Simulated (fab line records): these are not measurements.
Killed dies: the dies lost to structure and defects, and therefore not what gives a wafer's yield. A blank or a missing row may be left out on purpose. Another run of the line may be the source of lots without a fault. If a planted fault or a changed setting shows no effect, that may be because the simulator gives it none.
fab line records ; flow n5-finfet
record: lots: 4; wafers: 12; last-day: 18
route steps=1938 shown SD_EPI_P@309 SD_ACTIVATION@330 ILD0@335 SDB@347 MOL_CONTACT_COAG@538 BEOL_M4@1111 PASSIVATION@1936
lots that met no fault: taken from a fault-free run of the same line
start-h: hours from the record's first day to the start of the lot's first wafer shown ; wait-h: hours since the lot's step before ; " unchanged from the row above ; L1.1+2: several wafers, shown together as one row ; - no value, or no start given ; * or withheld: withheld ; < > ~ a bound
route shown NAME@n: names a module that has steps shown in the file, with the first one's number in the route ; usual: mean and standard deviation over wafers with no fault ; same: alike in all rows ; chamber/n: place in a boat ; sites: each site's reading ; _std_site: the standard deviation of these ; _edge_site: the outer-site mean with the inner-site mean subtracted ; radius-mm: how far each site lies from the wafer's centre ; mask NAME#n: copy n ; behind: the tool/chamber that last shaped the wafer ; hold: cause of the lot's hold/its duration in hours/its outcome ; device: transistor that didn't switch, given as n, p or np ; end of line: the route-end tests of the same wafers ; a step given without rows: its recipe and nothing more ; killed: count of dies lost to structure and defects at first sort (not the wafer's yield) ; map: dies across one wafer; x = killed, . = not, _ = none there
set.NAME: the setting as run; set.NAME@STEP: as run at that earlier step ; model.NAME: the simulator's own value behind a step, which no gauge read
lots at some steps of the route; a table a step, a row a wafer
services: from which hour (start-h, from the record's first day; less than 0 if before it) a tool's chamber was out of use, for how many hours, and why
== steps ==
step: N5_SD_EPI_P_STRIP_38
recipe: chemistry: N2/H2; temp-c: 40; n2-flow-sccm: 200; h2-flow-sccm: 200; rf-frequency-hz: 6e+07
step: N5_SD_EPI_P_ETCHBACK_46
recipe: chemistry: CH3F/O2; mode: anisotropic-etchback; target: SiNx; target-depth-a: 175; stop-on: SiO2; over-etch-frac: 0.3; ion-energy-ev: 120; pressure-mtorr: 30; source-w: 395; bias-w: 73; Ar_flow_sccm: 150; CH3F_flow_sccm: 30; O2_flow_sccm: 20
step: N5_SD_EPI_P_ETCH_47
recipe: chemistry: CH3F/O2; target: SiOCN; target-depth-a: 250; mask-material: SOC; ion-energy-ev: 60; bias-w: 29; pressure-mtorr: 30; source-w: 410; Ar_flow_sccm: 150; CH3F_flow_sccm: 30; O2_flow_sccm: 20
step: N5_SD_EPI_P_ETCH_16
recipe: chemistry: CHF3/O2; target: SiO2; target-depth-a: 50; mask-material: SOC; pressure-mtorr: 30; source-w: 650; bias-w: 170; Ar_flow_sccm: 200; CHF3_flow_sccm: 50; O2_flow_sccm: 5; ion-energy-ev: 200
step: N5_SD_EPI_P_STRIP_50
recipe: chemistry: CHF3/O2; resist: SiARC; rf-frequency-hz: 6e+07
step: N5_SD_EPI_P_SD_RECESS_17
recipe: chemistry: HBr/Cl2/O2; target-depth-a: 391; bt-time-s: 3; pressure-mtorr: 10; icp-w: 800; bias-w: 112; HBr_flow_sccm: 150; Cl2_flow_sccm: 80; O2_flow_sccm: 12
step: N5_SD_EPI_P_WET_ETCH_45
recipe: chemistry: dHF; dilution: withheld; time-s: 10.7; target: SiO2; target-depth-a: 20; temp-c: 25; dry: ipa-marangoni; rinse-time-s: 30; rinse-temp-c: 23
step: N5_SD_EPI_P_STRIP_40
recipe: chemistry: N2/H2; power-w: 1000; temp-c: 250; h2-frac: 0.65; overash-fraction: 0.3; pressure-mtorr: withheld; n2-flow-sccm: 1750; h2-flow-sccm: 3250
step: N5_SD_EPI_P_PRECLEAN_52
recipe: chemistry: O3/DIW; time-s: 60; temp-c: 22; o3-ppm: 10
step: N5_SD_EPI_P_SRD_20
recipe: dry: ipa-marangoni; do-ppb: 5; time-s: 30; temp-c: 23; rinse-liquid: diw
step: N5_SD_EPI_P_PRECLEAN_51
recipe: chemistry: NF3:NH3; afs-cycles: 1; temp-c: 30; time-s: 20; sublimation-temp-c: 180; sublimation-time-s: 60; pressure-torr: 3; rf-power-w: 30
step: N5_SD_EPI_P_VAPOR_ETCH_44
recipe: chemistry: NF3/Ar; target: SiGe30; temp-c: 25; time-s: 3.3; mode: isotropic
step: N5_SD_EPI_P_EPI_21
recipe: material: SiGe:B; dopant: B; temp-c: 550; pressure-torr: 20; ambient: H2; time-s: 355
usual: chamber-pressure-Torr: 20.00/0.041; susceptor-temp-C: 550.02/0.24
same: time-s: 355
lot.wafer;tool;chamber;start-h;wait-h;chamber-pressure-Torr;susceptor-temp-C;model.SiGe-B_of_SD_EPI_P_EPI_21.thk-nm
L375.3;epi-rpcvd-02;0;123.93;0.8;19.96;549.82;60.6
L375.4;epi-rpcvd-02;0;123.93;0.8;19.97;549.61;61.4
L375.6;epi-rpcvd-02;0;123.93;0.8;19.97;549.71;61.8
L383.2;epi-rpcvd-02;0;172.44;0.5;8.67;550.33;42.4
L383.3;epi-rpcvd-02;0;172.44;0.5;8.71;550.21;43
L383.5;epi-rpcvd-02;0;172.44;0.5;8.71;550.31;43
L384.1;epi-rpcvd-02;0;177.04;0.1;8.74;550.11;44
L384.3;epi-rpcvd-02;0;177.04;0.1;8.67;550.13;44
L384.6;epi-rpcvd-02;0;178.84;1.8;8.72;550.25;43.6
L387.2;epi-rpcvd-01;0;195.36;0.6;20.06;549.85;61.6
L387.3;epi-rpcvd-01;0;195.36;0.6;19.92;549.87;61.6
L387.4;epi-rpcvd-01;0;195.36;0.6;20.02;549.72;63.2
step: N5_SD_EPI_P_EPI_MEAS_23
recipe: mode: xrd
usual: thk-nm: 60.9/1.4
lot.wafer;tool;chamber;start-h;wait-h;thk-nm
L375.3;film-metro-02;-;125.41;1.1;61.5
L375.4;film-metro-02;-;125.41;1.1;59.1
L375.6;film-metro-02;-;125.41;1.1;60.3
L383.2;film-metro-02;-;174.28;1.5;42.8
L383.3;film-metro-02;-;174.28;1.5;43.9
L383.5;film-metro-02;-;174.28;1.5;41.8
L384.1;film-metro-02;-;179.24;1.8;43.9
L384.3;film-metro-02;-;179.24;1.8;42.3
L384.6;film-metro-02;-;179.24;1.8;42.1
L387.2;film-metro-01;-;197.80;2.0;63.2
L387.3;film-metro-01;-;197.80;2.0;62.3
L387.4;film-metro-01;-;197.80;2.0;63.4
step: N5_SD_EPI_P_HM_STRIP_48
recipe: chemistry: H3PO4; temp-c: 160; material: SiNx; target: SiNx; target-depth-a: 30; overetch-fraction: 0.3
step: N5_SD_EPI_P_SRD_49
recipe: dry: ipa-marangoni; time-s: 30; temp-c: 23; rinse-liquid: diw
step: N5_SD_EPI_P_PRECLEAN_24
recipe: chemistry: O3/DIW; time-s: 45; temp-c: 22; o3-ppm: 10
step: N5_SD_EPI_P_PRECLEAN_32
recipe: chemistry: dHF; time-s: 10; dilution: 500:1; temp-c: 25
step: N5_SD_EPI_P_PRECLEAN_33
recipe: chemistry: SC2; time-s: 45; temp-c: 35; mix: 1:1:50
step: N5_SD_EPI_P_SRD_25
recipe: time-s: 30; temp-c: 23; rinse-liquid: diw; dry: ipa-marangoni
step: N5_SD_ACTIVATION_RTA_00
recipe: temp-c: 975; time-s: 0; ambient: N2; idle-temp-c: 600; ramp-up-c-per-s: 150; ramp-down-c-per-s: 60; cool-to-c: 600
step: N5_SD_ACTIVATION_LSA_01
recipe: temp-c: 1080; time-s: 0.0008; ambient: N2
step: N5_SD_ACTIVATION_RS_MEAS_03
recipe: thk-meas-gauge: four-point-probe
usual: RS_SD_N: 21.97/0.28; RS_SD_P: 56.2/1.1
lot.wafer;tool;chamber;start-h;wait-h;RS_SD_N[ohm/sq];RS_SD_P[ohm/sq]
L375.3;film-metro-01;-;126.05;0.2;22.57;56.2
L375.4;film-metro-01;-;126.05;0.2;22.50;55.7
L375.6;film-metro-01;-;126.05;0.2;22.60;55.7
L383.2;film-metro-02;-;174.99;0.2;22.35;103.4
L383.3;film-metro-02;-;174.99;0.2;21.99;101.7
L383.5;film-metro-02;-;174.99;0.2;22.01;101.7
L384.1;film-metro-01;-;179.88;0.2;22.12;97.8
L384.3;film-metro-01;-;179.88;0.2;22.35;98.3
L384.6;film-metro-01;-;179.88;0.2;22.11;99.6
L387.2;film-metro-02;-;198.42;0.2;22.04;54.8
L387.3;film-metro-02;-;198.42;0.2;22.22;54.7
L387.4;film-metro-02;-;198.42;0.2;21.77;53.9
step: N5_ILD0_LINER_00
recipe: material: SiNx; target-thk-a: 40; temp-c: 400; ald-precursor-family: SiH2I2; ald-co-reactant: N2/H2-plasma; pulse-time-s: 1; purge-time-s: 2; co-reactant-purge-time-s: 2; ald-cycles: 80; pressure-torr: 2
step: N5_ILD0_FCVD_FILL_01
recipe: material: SiO2_flowable; target-thk-a: 2000; temp-c: 100; pressure-torr: 0.8; rf-w: 2000; time-s: 328.3
step: N5_ILD0_CURE_02
recipe: temp-c: 450; time-s: 1800; ambient: steam; idle-temp-c: 400; ramp-up-c-per-min: 5; ramp-down-c-per-min: 3; densification-p-h2o-torr: 640
step: N5_ILD0_CMP_03
recipe: stop-on: SiNx; t-overpolish-s: 1.9; post-cmp-clean: alkaline-brush; down-force-psi: 4.1491; platen-rpm: 51.796; pad-velocity-m-s: 1.0306; target-thk-nm: 197.38
step: N5_ILD0_CMP_07
recipe: stop-on: poly-Si; material: SiO2_flowable; t-overpolish-s: 1.18; post-cmp-clean: alkaline-brush; down-force-psi: 4.1491; platen-rpm: 51.796; pad-velocity-m-s: 1.0306; target-thk-nm: 138.88
step: N5_ILD0_PRECLEAN_10
recipe: chemistry: NF3:NH3; afs-cycles: 5; time-s: 20; temp-c: 30; sublimation-temp-c: 180; sublimation-time-s: 60; pressure-torr: 3; rf-power-w: 30
step: N5_ILD0_ALD_15
recipe: material: SiNx; target-thk-a: 240; temp-c: 400; ald-precursor-family: SiH2I2; ald-co-reactant: N2/H2-plasma; pulse-time-s: 1; ald-cycles: 480; purge-time-s: 2; co-reactant-purge-time-s: 2; pressure-torr: 2
step: N5_ILD0_CMP_12
recipe: stop-on: poly-Si; material: SiNx; t-overpolish-s: 6; post-cmp-clean: alkaline-brush; down-force-psi: 2.5; platen-rpm: 51.8; pad-velocity-m-s: 1.0307; target-thk-nm: 17.67
step: N5_SDB_HM_DEP_00
recipe: material: SiNx; target-thk-a: 400; temp-c: 400; precursor: SiH4/NH3/N2; pressure-torr: 1.5; rf-w: 300; time-s: 35.3
step: N5_SDB_COAT_03
recipe: resist: SOC; temp-c: 250; time-s: 60; spin-rpm: 1500; resist-thk-nm: 100
step: N5_SDB_COAT_04
recipe: resist: SiARC; temp-c: 220; time-s: 60; spin-rpm: 1500; resist-thk-nm: 18
step: N5_SDB_COAT_05
recipe: resist: CAR-ArF; spin-rpm: 1500; resist-thk-nm: 90
step: N5_MOL_CONTACT_COAG_ETCH_110
recipe: chemistry: CF4/O2; target: Si; target-depth-a: 25; time-s: 8; pressure-mtorr: 100; source-w: 200; bias-w: 12; ion-energy-ev: 60; Ar_flow_sccm: 100; cf4-flow-sccm: 100; O2_flow_sccm: 10
usual: cf4-flow-sccm: 100.00/0.25; drypump-motor-current-A: 5.8/0.44; oes-product-au: 0.77/0.098; rf-vpp-V: 126/3.2; showerhead-plenum-p-Torr: 2.19/0.069; throttle-valve-pct: 10.8/0.34
same: time-s: 8
lot.wafer;tool;chamber;start-h;wait-h;cf4-flow-sccm;drypump-motor-current-A;oes-product-au;rf-hours-counter-h;rf-vpp-V;showerhead-plenum-p-Torr;throttle-valve-pct;model.SiGe-B_of_SD_EPI_P_EPI_21.thk-nm
L375.3;rie-diel-06;2;156.86;0.0;100.18;5.5;0.71;189;132;2.11;10.9;57.8
L375.4;rie-diel-06;1;156.86;0.0;100.31;6.0;0.72;229;127;2.19;11.2;58.2
L375.6;rie-diel-06;3;156.86;0.0;99.64;6.4;0.91;-;119;2.14;10.4;58.6
L383.2;rie-diel-05;2;204.77;0.0;99.51;5.1;0.70;222;125;2.31;10.9;40.4
L383.3;rie-diel-05;3;204.77;0.0;99.78;5.6;0.66;258;122;2.20;11.2;41
L383.5;rie-diel-05;1;204.77;0.0;100.10;6.1;0.86;-;125;2.18;10.4;40.8
L384.1;rie-diel-04;2;211.34;0.1;100.09;5.8;0.72;191;125;2.29;11.0;42
L384.3;rie-diel-04;2;211.34;0.1;100.08;5.8;0.71;-;124;2.29;10.9;42
L384.6;rie-diel-04;3;211.34;0.1;100.20;5.3;0.88;-;125;2.17;10.3;41.6
L387.2;rie-diel-04;2;230.14;0.0;99.77;5.8;0.70;200;124;2.28;11.0;58.6
L387.3;rie-diel-04;1;230.14;0.0;100.39;5.2;0.70;207;125;2.12;10.7;58.8
L387.4;rie-diel-04;3;230.14;0.0;99.53;5.3;0.85;55;125;2.16;10.3;60.2
step: N5_BEOL_M4_RC_MEAS_101
usual: DIBL_N: 36.0/2.5; DIBL_P: 36.7/3; IOFF_N: 0.16/0.043; IOFF_P: 0.21/0.049; ION_N: 673/15; ION_P: 461/9.8; RC_DENSE_P: 23.5/0.53; RC_P: 19.2/0.43; REXT_P: 100.2/3; RS_SD_P: 65.9/1.3; SS_N: 71.5/0.83; SS_P: 73.4/0.83; VT_N: 250/4; VT_P: -251/4; VT_P_LVT: -99/3.3
lot.wafer;tool;chamber;start-h;wait-h;DIBL_N[mV/V];DIBL_P[mV/V];IOFF_N[nA/um];IOFF_P[nA/um];ION_N[uA/um];ION_P[uA/um];RC_DENSE_P[ohm.um];RC_P[ohm.um];REXT_P[ohm.um];RS_SD_P[ohm/sq];SS_N[mV/dec];SS_P[mV/dec];VT_N[mV];VT_P[mV];VT_P_LVT[mV]
L375.3;prober-02;0;242.34;0.3;36.3;36.6;0.18;0.21;697;467;24.0;19.4;107.0;65.7;71.0;73.8;249;-252;-96
L375.4;prober-02;0;242.34;0.3;39.4;39.3;0.20;0.24;678;457;23.3;19.2;107.3;65.3;72.8;74.5;248;-252;-96
L375.6;prober-02;0;242.34;0.3;39.2;40.1;0.22;0.27;691;482;23.6;19.4;104.4;64.9;72.9;74.1;247;-249;-94
L383.2;prober-02;0;288.42;0.2;33.4;33.4;0.10;0.09;640;403;28.7;23.5;138.2;119.0;70.4;72.7;257;-270;-119
L383.3;prober-02;0;288.42;0.2;40.5;41.9;0.25;0.17;683;421;27.7;22.6;139.1;116.6;72.7;75.4;248;-263;-111
L383.5;prober-02;0;288.42;0.2;37.1;38.5;0.18;0.14;681;419;27.4;22.4;137.3;116.5;72.0;73.5;248;-265;-113
L384.1;prober-01;0;295.98;0.0;36.8;37.1;0.19;0.15;669;418;26.8;22.0;138.1;114.2;71.8;72.6;247;-260;-110
L384.3;prober-01;0;295.98;0.0;37.7;39.1;0.22;0.17;701;430;27.1;22.2;137.9;112.9;72.4;73.7;242;-257;-108
L384.6;prober-01;0;295.98;0.0;35.7;35.1;0.17;0.13;662;409;28.1;23.1;139.7;114.9;72.0;73.3;248;-263;-112
L387.2;prober-01;0;325.48;0.2;35.5;36.3;0.13;0.16;666;456;23.2;19.2;95.2;64.4;71.7;72.6;255;-257;-103
L387.3;prober-01;0;325.48;0.2;36.5;37.3;0.14;0.17;651;443;23.7;19.3;98.6;64.4;71.4;73.3;255;-254;-101
L387.4;prober-01;0;325.48;0.2;30.5;30.2;0.08;0.10;635;435;24.1;19.6;99.1;62.4;69.7;71.2;258;-264;-108
step: N5_PASSIVATION_PROBE_49
usual: defect-limited-yield: 91.1/1.5; killed_at_M0_to_M3: 37/11; killed_at_M4_up: 13/5.6; killed-at-contacts: 12/5.6; killed-at-front-end: 39/11; killed-at-other: 4/3.1; killed-dies: 105/18; killed-open: 69/13; killed-short: 35/7.4; sort_bin_5_function: 5.1/0.92; sort_bin_6_memory: 3.4/0.76; sort_bin_8_speed: 0.02/0.11; sort-n-pass: 1075/18; sort-yield-pct: 91.1/1.5
same: gross-dies: 1180; killed-at-back-side: 0; sort_bin_4_leakage[%]: 0
lot.wafer;tool;chamber;start-h;wait-h;defect-limited-yield[%];killed_at_M0_to_M3;killed_at_M4_up;killed-at-contacts;killed-at-front-end;killed-at-other;killed-dies;killed-open;killed-short;sort_bin_5_function[%];sort_bin_6_memory[%];sort_bin_8_speed[%];sort-n-pass;sort-yield-pct[%]
L375.3;prober-02;-;349.26;0.1;89.1;46;16;32;34;1;129;90;39;6.9;3.8;0;1051;89.1
L375.4;prober-02;-;349.31;0.2;89.8;70;12;5;27;6;120;75;45;5.4;4.4;0;1060;89.8
L375.6;prober-02;-;349.41;0.3;91.9;45;10;7;30;3;95;62;33;4.4;3.2;0;1085;91.9
L383.2;prober-02;-;391.87;0.1;90.0;47;17;24;29;1;118;72;45;6.1;3.6;90.00;0;0
L383.3;prober-02;-;391.92;0.1;91.9;29;8;11;45;3;96;70;25;3.9;3.8;84.15;91;7.7
L383.5;prober-02;-;392.02;0.2;90.3;48;16;3;44;4;115;78;37;5.5;4.0;68.14;261;22.1
L384.1;prober-02;-;406.88;0.0;89.7;53;30;10;23;6;122;84;36;4.7;5.4;87.54;25;2.1
L384.3;prober-02;-;406.98;0.1;91.9;39;26;11;16;3;95;58;34;4.9;2.7;20.85;839;71.1
L384.6;prober-02;-;407.13;0.3;92.6;36;20;3;23;5;87;63;23;3.7;3.4;92.54;1;0.1
killed by level:class
L375.3 MOL_CONTACT_COAG:geometric-particle:open=26 FIN_SAQP:geometric-particle:open=15 BEOL_M0_SAQP:geometric-particle:short=12 BEOL_M0_SAQP:geometric-particle:open=10 BEOL_M3:geometric-particle:open=9 BEOL_M4:geometric-particle:open=9 FIN_SAQP:geometric-particle:short=7 MOL_CONTACT_COAG:geometric-particle:short=6
L375.4 BEOL_M0_SAQP:geometric-particle:open=20 BEOL_M0_SAQP:geometric-particle:short=19 BEOL_M1:geometric-particle:open=11 BEOL_M3:geometric-particle:open=11 FIN_SAQP:geometric-particle:short=5 GATE_CUT:geometric-particle:short=5 BEOL_M2:geometric-particle:open=5 DUMMY_GATE:geometric-particle:open=4
L375.6 BEOL_M0_SAQP:geometric-particle:open=12 BEOL_M0_SAQP:geometric-particle:short=12 BEOL_M1:geometric-particle:open=11 FIN_SAQP:geometric-particle:open=7 BEOL_M4:geometric-particle:open=7 FIN_SAQP:geometric-particle:short=5 MOL_CONTACT_COAG:geometric-particle:open=5 GATE_CUT:geometric-particle:open=4
L383.2 MOL_CONTACT_COAG:geometric-particle:open=23 BEOL_M0_SAQP:geometric-particle:short=10 BEOL_M3:geometric-particle:open=8 GATE_CUT:geometric-particle:short=7 BEOL_M2:geometric-particle:open=7 BEOL_M2:geometric-particle:short=6 BEOL_M4:geometric-particle:open=6 BEOL_M1:geometric-particle:open=5
L383.3 FIN_SAQP:geometric-particle:open=12 BEOL_M3:geometric-particle:open=12 MOL_CONTACT_COAG:geometric-particle:open=9 STI_FIN_REVEAL:geometric-particle:open=7 DUMMY_GATE:geometric-particle:open=5 GATE_CUT:geometric-particle:open=5 BEOL_M1:geometric-particle:open=4 GATE_CUT:geometric-particle:short=3
L383.5 BEOL_M2:geometric-particle:open=13 FIN_SAQP:geometric-particle:open=10 BEOL_M4:geometric-particle:open=10 STI_FIN_REVEAL:geometric-particle:open=7 BEOL_M0_SAQP:geometric-particle:open=7 GATE_CUT:geometric-particle:short=6 BEOL_M1:geometric-particle:open=6 DUMMY_GATE:geometric-particle:open=5
L384.1 BEOL_M4:geometric-particle:open=18 BEOL_M3:geometric-particle:open=10 MOL_CONTACT_COAG:geometric-particle:open=9 BEOL_M0_SAQP:geometric-particle:short=9 BEOL_M2:geometric-particle:open=9 BEOL_M0_SAQP:geometric-particle:open=8 BEOL_M0:geometric-particle:open=5 BEOL_M1:geometric-particle:open=5
L384.3 BEOL_M4:geometric-particle:open=18 BEOL_M1:geometric-particle:open=11 FIN_SAQP:geometric-particle:short=7 MOL_CONTACT_COAG:geometric-particle:open=7 BEOL_M2:geometric-particle:open=7 BEOL_M0_SAQP:geometric-particle:short=6 BEOL_M0_SAQP:geometric-particle:open=4 BEOL_M3:geometric-particle:open=4
L384.6 BEOL_M1:geometric-particle:open=11 BEOL_M4:geometric-particle:open=10 BEOL_M0_SAQP:geometric-particle:open=7 STI_FIN_REVEAL:geometric-particle:open=5 BEOL_M0_SAQP:geometric-particle:short=5 BEOL_M3:geometric-particle:open=4 STARTING-WAFER:geometric-particle:open=4 DUMMY_GATE:geometric-particle:open=3
map L383.2 (x killed, . not)
_________________.x....x....x________________
______________.......x........xx_____________
___________....xx..................__________
__________x.......xx..x............._________
________.....x...x...................._______
_______.....xx........x.............x..______
______.................................x_____
_____x....x............x.................____
____............x.......x..........x.x.x..___
___.x...x................x.......x...x.....__
___.....xxx......x......x..................__
__...x...........................x.........._
__...x......................................_
_..x.......x............x..x.x.x.............
_.x............xx.......x......x.x......x....
_x................x.......x.......x...x......
_...............x.............x.......x......
_...............x...................x........
_x.....x.......x.....xx.........xx.......x...
_........x..x.................x..............
_.....xx............................x.x...x..
__......xxx..........................x......_
__xx.............x....x....................._
___..x.......................x.x...x.......__
___..........x........x...........x.xx.....__
____.........x........x.....x.............___
_____.....x...x..................x..x....____
______...x......x.............xx........_____
_______.....x............x..x..........______
________..........xxx................._______
__________...................x.x...._________
___________.....................x..__________
______________.................._____________
_________________....x..x....________________
map L384.1 (x killed, . not)
_________________....x.......________________
______________.................._____________
___________......x.................__________
__________.........................._________
________x.x.....x..............x..x..._______
_______....x.x.x...x............x......______
______.xx..................x.x.........._____
_____..............x........xx......xx.x.____
____.x..x..x.........x....x...x......x....___
___...x..x.x...x......x........x..........x__
___x...........x.......x...................__
__...x..xx....x............................._
__....................xx...................._
_x..x......xx......x......x................x.
_x...x.x.x...x..x........xx................x.
_...x.......x.......x.......x.......x....x...
_...............................x...........x
_x.x....x...x.............................x..
_................................x.x..x......
_x.......x..x............x........x.x..x.....
_.......x..x......x..............x...........
__............x......x............x........._
__........x................x................_
___........xx.........x.xx.......xx..xx....__
___...x.................x.....x............__
____...................x...........x......___
_____.......x................x...x.......____
______..................x...x..........._____
_______................................______
________..x.x.x....................x.._______
__________.........................._________
___________........................__________
______________x..x.....x........_____________
_________________.....xxx....________________
== services ==
tool;chamber;start-h;hours;kind
rie-diel-06;0;107.86;29.5;repair
rie-diel-05;2;112.56;7.4;repair
rie-diel-04;2;130.36;10.1;repair
rie-diel-05;3;134.08;65.0;repair
rie-diel-05;1;183.09;9.7;repair
rie-diel-06;0;194.55;-;clean
rie-diel-06;0;194.55;-;consumable-replace:focus-ring
rie-diel-06;0;194.55;34.3;scheduled-down
rie-diel-06;0;194.55;34.3;vent-cycle
rie-diel-05;0;199.06;-;clean
rie-diel-05;0;199.06;-;consumable-replace:focus-ring
rie-diel-05;0;199.06;-;consumable-replace:showerhead
rie-diel-05;0;199.06;18.2;scheduled-down
rie-diel-05;0;199.06;18.2;vent-cycle
epi-rpcvd-02;-;199.09;1.5;repair
rie-diel-04;0;205.22;-;clean
rie-diel-04;0;205.22;-;consumable-replace:focus-ring
rie-diel-04;0;205.22;-;consumable-replace:showerhead
rie-diel-04;0;205.22;14.1;scheduled-down
rie-diel-04;0;205.22;14.1;vent-cycle
epi-rpcvd-02;-;209.20;2.8;pm
rie-diel-05;3;209.61;4.5;repair
rie-diel-05;0;223.81;5.5;repair
epi-rpcvd-02;-;223.96;0.8;repair
== key ==
first-sign: step: N5_SD_EPI_P_EPI_21; reading: chamber-pressure-Torr; direction: down; sigmas: 99+; usual: 20.00; struck: 8.70
effect: step: N5_SD_EPI_P_EPI_MEAS_23; reading: thk-nm; direction: down; sigmas: 13; usual: *; struck: *
effect: step: N5_SD_ACTIVATION_RS_MEAS_03; reading: RS_SD_P; direction: up; sigmas: 39; usual: 56.2; struck: 100.4
effect: step: N5_BEOL_M4_RC_MEAS_101; reading: RS_SD_P; direction: up; sigmas: 39; usual: 65.9; struck: 115.7
effect: step: N5_BEOL_M4_RC_MEAS_101; reading: REXT_P; direction: up; sigmas: 13; usual: 100.2; struck: 138.4
effect: step: N5_BEOL_M4_RC_MEAS_101; reading: RC_P; direction: up; sigmas: 8; usual: 19.2; struck: 22.6
effect: step: N5_BEOL_M4_RC_MEAS_101; reading: RC_DENSE_P; direction: up; sigmas: 7.8; usual: 23.5; struck: 27.6
effect: step: N5_BEOL_M4_RC_MEAS_101; reading: ION_P; direction: down; sigmas: 4.5; usual: 461; struck: 417
effect: step: N5_BEOL_M4_RC_MEAS_101; reading: VT_P_LVT; direction: down; sigmas: 4; usual: -99; struck: -112
effect: step: N5_BEOL_M4_RC_MEAS_101; reading: VT_P; direction: down; sigmas: 3.1; usual: -251; struck: -263
effect: step: N5_BEOL_M4_RC_MEAS_101; reading: IOFF_P; direction: down; sigmas: 1.5; usual: 0.21; struck: 0.14; wafers-moved: 3
effect: step: N5_PASSIVATION_PROBE_49; reading: sort_bin_8_speed; direction: up; sigmas: 99+; usual: 0.02; struck: 73.87
model-effect: step: N5_SD_EPI_P_EPI_21; value: SiGe-B_of_SD_EPI_P_EPI_21.thk-nm; without: 60.53; struck: 43.33
model-effect: step: N5_MOL_CONTACT_COAG_ETCH_110; value: SiGe-B_of_SD_EPI_P_EPI_21.thk-nm; without: 57.67; struck: 41.3
met-at N5_SD_EPI_P_EPI_21
struck-wafers L383.2,L383.3,L383.5,L384.1,L384.3,L384.6
onset-between 123.93 172.44
fault: kind: process-parameter-drift; tool: epi-rpcvd-02; chamber: -; onset-h: 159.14; steps: N5_SD_EPI_P_EPI_21; channel: pressure-torr; offset: -11.295; shape: step; end-h: 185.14; acts-in: these-recipes-only; stated: 20
